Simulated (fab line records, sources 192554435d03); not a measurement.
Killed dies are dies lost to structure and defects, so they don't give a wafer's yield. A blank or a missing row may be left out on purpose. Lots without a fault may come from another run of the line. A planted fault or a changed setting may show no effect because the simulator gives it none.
fab line records | flow n5_finfet
record lots=5 wafers=15 last_day=19
route steps=1938 shown BEOL_M13@1706 BEOL_M14@1716 PASSIVATION@1936
lots that met no fault: from a run of the same line without faults
start_h: hours from the record's first day to the start of the lot's first wafer shown | wait_h: hours since the lot's step before | " the same as in the row above | L1.1+2: a row that stands for several wafers | - no value, or no start given | * or withheld: withheld | < > ~ a bound
route shown NAME@n: a module of which the file shows steps, and the number in the route of the first | usual: mean/standard deviation of fault-free wafers | same: alike in all rows | chamber/n: place in a boat | sites: the reading at each site | _std_site: their standard deviation | _edge_site: outer sites' mean less inner sites' | radius_mm: how far each site lies from the wafer's centre | mask NAME#n: copy n | behind: the tool/chamber that last shaped the wafer | hold: why the lot was held/for how many hours/how that ended | device: the transistor (n, p or np) that didn't switch | end of line: the same wafers' tests at the end of the route | a step without rows: its recipe alone | killed: dies lost to structure and defects at the first sort, not the wafer's yield | map: a wafer's dies, x killed, . not, _ none there
set.NAME: the setting as run; set.NAME@STEP: as run at that earlier step | model.NAME: the simulator's own value behind a step, which no gauge read
lots at some steps of the route; a table a step, a row a wafer
services: from which hour (start_h, from the record's first day; less than 0 if before it) a tool's chamber was out of use, for how many hours, and why
## steps
# step N5_BEOL_M13_SPUTTER_44
# recipe material=Ta target_thk_a=100 temp_c=50 bias_v=80 power_w=15000 chamber_pressure_pa=0.07 time_s=16.13
# step N5_BEOL_M13_SPUTTER_45
# recipe material=Cu target_thk_a=800 temp_c=-20 bias_v=60 power_w=26000 chamber_pressure_pa=0.13 time_s=13.33
# step N5_BEOL_M13_ECD_47
# recipe material=Cu target_thk_a=9360
# step N5_BEOL_M13_ANNEAL_48
# recipe temp_c=225 time_s=90 ambient=N2
# step N5_BEOL_M13_CMP_49
# recipe stop_on=SiOC t_overpolish_s=17.1 down_force_psi=1 platen_rpm=50 clearing_platen_down_force_psi=1.5 clearing_platen_rpm=50 post_cmp_clean=cu_alkaline target_thk_nm=420 clearing_platen_pad_velocity_m_s=0.99484 pad_velocity_m_s=0.99484
# step N5_BEOL_M13_PRE_CLEAN_52
# recipe gas=NH3 time_s=15 temp_c=withheld rf_power_w=300
# step N5_BEOL_M13_DEP_53
# recipe material=SiCN target_thk_a=500 temp_c=withheld precursor=3MS/NH3 pressure_torr=3 rf_w=675 time_s=17.8
# step N5_BEOL_M14_ILD_DEP_00
# recipe material=SiO2 target_thk_a=11193 temp_c=400 precursor=TEOS/O2 pressure_torr=6.5 rf_w=900 teos_flow_sccm=161.4 gas=O2 flow_sccm=2650 time_s=237.4
# step N5_BEOL_M14_COAT_58
# recipe resist=BARC temp_c=205 time_s=60 spin_rpm=1500 resist_thk_nm=89
# usual exhaust_pa=45.0/0.89 spin_speed_rpm=1499.7/1
# columns lot.wafer tool chamber start_h wait_h exhaust_pa spin_speed_rpm model.BARC_of_BEOL_M14_COAT_58.thk_nm
L674.2 litho_track-03 0 292.98 0.0 46.0 1499.1 89.2
L674.4 " 0 " " 45.6 1501.2 89
L674.5 " 0 " " 45.5 1498.3 89.2
L690.4 litho_track-03 0 390.00 0.0 45.5 1434.2 91.2
L690.5 " 0 " " 46.5 1434.2 91
L690.6 " 0 " " 45.1 1434.1 90.8
L688.1 litho_track-05 0 392.13 0.0 44.6 1502.3 88.8
L688.2 " 0 " " 46.0 1500.2 89
L688.3 " 0 " " 45.6 1498.3 89
L691.1 litho_track-03 0 415.08 0.0 44.0 1435.8 91
L691.5 " 0 " " 44.7 1435.7 91
L691.6 " 0 " " 43.5 1434.2 91.2
L692.2 litho_track-03 0 420.70 0.0 45.5 1435.1 91.2
L692.4 " 0 " " 44.2 1434.7 91.4
L692.6 " 0 " " 44.0 1436.4 91.4
# step N5_BEOL_M14_COAT_04
# recipe spin_rpm=1704 resist_thk_nm=800
# step N5_BEOL_M14_EBR_06
# recipe solvent=PGMEA ebr_width_mm=1.5
# step N5_BEOL_M14_SOFTBAKE_05
# recipe temp_c=130 time_s=60
# step N5_BEOL_M14_EXPOSE_07
# recipe mask_id=V13 na=0.8 source_shape=annular sigma_inner=0.5 sigma_outer=0.8 polarization=unpolarized attpsm_phase_deg=180 dose_mj=57
# step N5_BEOL_M14_PEB_08
# recipe peb_temp_c=130 peb_time_s=90
# step N5_BEOL_M14_DEVELOP_09
# recipe develop_time_s=45 rinse_liquid=diw dry=air_spin dev_temp_c=21
# step N5_BEOL_M14_HARDBAKE_14
# recipe temp_c=130 time_s=120
# step N5_BEOL_M14_DESCUM_15
# recipe chemistry=O2 time_s=7.9 source_power_w=50 bias_power_w=20 pressure_mtorr=20 rf_frequency_hz=2.712e+07 temp_c=40 o2_flow_sccm=225
# step N5_BEOL_M14_ETCH_59
# recipe chemistry=N2/H2 target=BARC target_depth_a=890 overetch_a=267 time_s=67.9 ion_energy_ev=200 pressure_mtorr=30 source_w=840 bias_w=150 n2_flow_sccm=200 h2_flow_sccm=200
# usual drypump_motor_current_A=5.6/0.49 h2_flow_sccm=200.0/0.61 oes_product_au=0.68/0.064 rf_vpp_V=524.0/2.9 showerhead_plenum_p_Torr=2.54/0.097 throttle_valve_pct=17.81/0.27
# columns lot.wafer tool chamber start_h wait_h drypump_motor_current_A h2_flow_sccm oes_product_au rf_hours_counter_h rf_vpp_V showerhead_plenum_p_Torr throttle_valve_pct model.etch.depth_nm
L674.2 rie_diel-05 2 293.38 0.0 5.2 199.1 0.75 50 527.6 2.67 17.30 89.12
L674.4 " 1 " " 5.2 201.2 0.76 37 526.2 2.58 17.77 89.06
L674.5 " 2 " " 5.2 199.4 0.74 - 528.8 2.67 17.30 89.17
L690.4 rie_diel-06 2 390.45 0.0 4.9 199.2 0.77 - 522.2 2.48 17.35 91.27
L690.5 " 1 " " 5.8 200.1 0.62 - 520.4 2.42 18.03 91
L690.6 " 0 " " 5.9 200.1 0.71 - 527.8 2.68 18.08 90.89
L688.1 rie_diel-05 1 392.53 0.0 5.1 200.8 0.71 74 525.2 2.56 17.84 88.76
L688.2 " 2 " " 5.2 199.8 0.71 81 527.3 2.66 17.35 89.06
L688.3 " 0 " " 6.4 199.5 0.59 245 518.8 2.40 17.94 89.1
L691.1 rie_diel-05 2 415.61 0.0 5.2 200.7 0.71 89 528.7 2.66 17.39 91.03
L691.5 " 2 " " 5.2 199.8 0.71 - 527.3 2.66 17.38 90.94
L691.6 " 3 " " 5.6 200.6 0.72 - 524.9 2.57 17.69 91.12
L692.2 rie_diel-04 3 421.10 0.0 5.7 200.2 0.60 247 520.6 2.38 18.08 91.26
L692.4 " 3 " " 5.8 200.3 0.61 - 521.2 2.38 18.08 91.47
L692.6 " 0 " " 4.8 199.6 0.64 - 522.9 2.52 17.83 91.43
# step N5_BEOL_M14_VIA_ETCH_16
# recipe chemistry=C4F8/O2/Ar target=SiO2 he_inner_torr=15 he_outer_torr=30 target_depth_a=12313 time_s=withheld ion_energy_ev=800 pressure_mtorr=20 source_w=1905 bias_w=2040 Ar_flow_sccm=400 C4F8_flow_sccm=16 O2_flow_sccm=12 ends=cleared
# step N5_PASSIVATION_PROBE_49
# usual defect_limited_yield=91.0/1.6 killed_at_M0_to_M3=35/11 killed_at_M4_up=14/5.3 killed_at_contacts=13/6.7 killed_at_front_end=41/12 killed_at_other=3.9/2.7 killed_dies=106/19 killed_open=70/14 killed_short=35/8.8 sort_bin_5_function=5.3/1 sort_bin_6_memory=3.3/0.81 sort_n_pass=1073/19 sort_yield_pct=91.0/1.6
# same gross_dies=1180 killed_at_back_side=0 sort_bin_4_leakage[%]=0 sort_bin_8_speed[%]=0
# columns lot.wafer tool chamber start_h wait_h defect_limited_yield[%] killed_at_M0_to_M3 killed_at_M4_up killed_at_contacts killed_at_front_end killed_at_other killed_dies killed_open killed_short sort_bin_5_function[%] sort_bin_6_memory[%] sort_n_pass sort_yield_pct[%]
L692.6 prober-01 - 450.26 0.3 88.8 42 17 27 45 1 132 73 48 5.8 4.3 1048 88.8
# killed by level:class
L692.6 MOL_CONTACT_COAG:geometric_particle:open=20 BEOL_M0_SAQP:geometric_particle:open=18 BEOL_M0_SAQP:geometric_particle:short=15 HKMG_FIN:area_etch=10 STI_FIN_REVEAL:geometric_particle:open=8 FIN_SAQP:geometric_particle:open=7 MOL_CONTACT_COAG:geometric_particle:short=7 FIN_SAQP:geometric_particle:short=5
## services
# columns tool chamber start_h hours kind
rie_diel-04 3 270.27 1.4 repair
litho_track-05 - 275.59 - consumable_replace:filter
rie_diel-05 1 276.52 6.8 repair
rie_diel-05 2 314.84 9.9 repair
rie_diel-04 - 349.59 0.2 repair
rie_diel-04 1 363.68 6.5 repair
rie_diel-05 3 386.33 11.0 repair
rie_diel-06 3 389.38 10.4 repair
rie_diel-04 1 404.29 - clean
rie_diel-04 1 404.29 - consumable_replace:focus_ring
rie_diel-04 1 404.29 22.2 scheduled_down
rie_diel-04 1 404.29 22.2 vent_cycle
rie_diel-05 0 407.05 - clean
rie_diel-05 0 407.05 - consumable_replace:esc
rie_diel-05 0 407.05 - consumable_replace:focus_ring
rie_diel-05 0 407.05 27.8 scheduled_down
rie_diel-05 0 407.05 27.8 vent_cycle
## key
first_sign step=N5_BEOL_M14_COAT_58 reading=spin_speed_rpm direction=down sigmas=64 usual=* struck=*
effect none on later readings
model_effect step=N5_BEOL_M14_COAT_58 value=BARC_of_BEOL_M14_COAT_58.thk_nm without=89.18 struck=91.13
model_effect step=N5_BEOL_M14_ETCH_59 value=etch.depth_nm without=89.19 struck=91.16
met_at N5_BEOL_M14_COAT_58
struck_wafers L690.4,L690.5,L690.6,L691.1,L691.5,L691.6,L692.2,L692.4,L692.6
baseline_loss step=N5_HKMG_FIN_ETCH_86 wafers=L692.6
onset_between 292.98 390.00
fault kind=process_parameter_drift tool=litho_track-03 chamber=- onset_h=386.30 steps=N5_BEOL_M14_COAT_58 channel=spin_rpm offset=* shape=step end_h=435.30 acts_in=* stated=*
# baseline_loss: these wafers lose ten dies or more at that step, a loss of the line's own and not of a fault; the sort's usual values leave them out
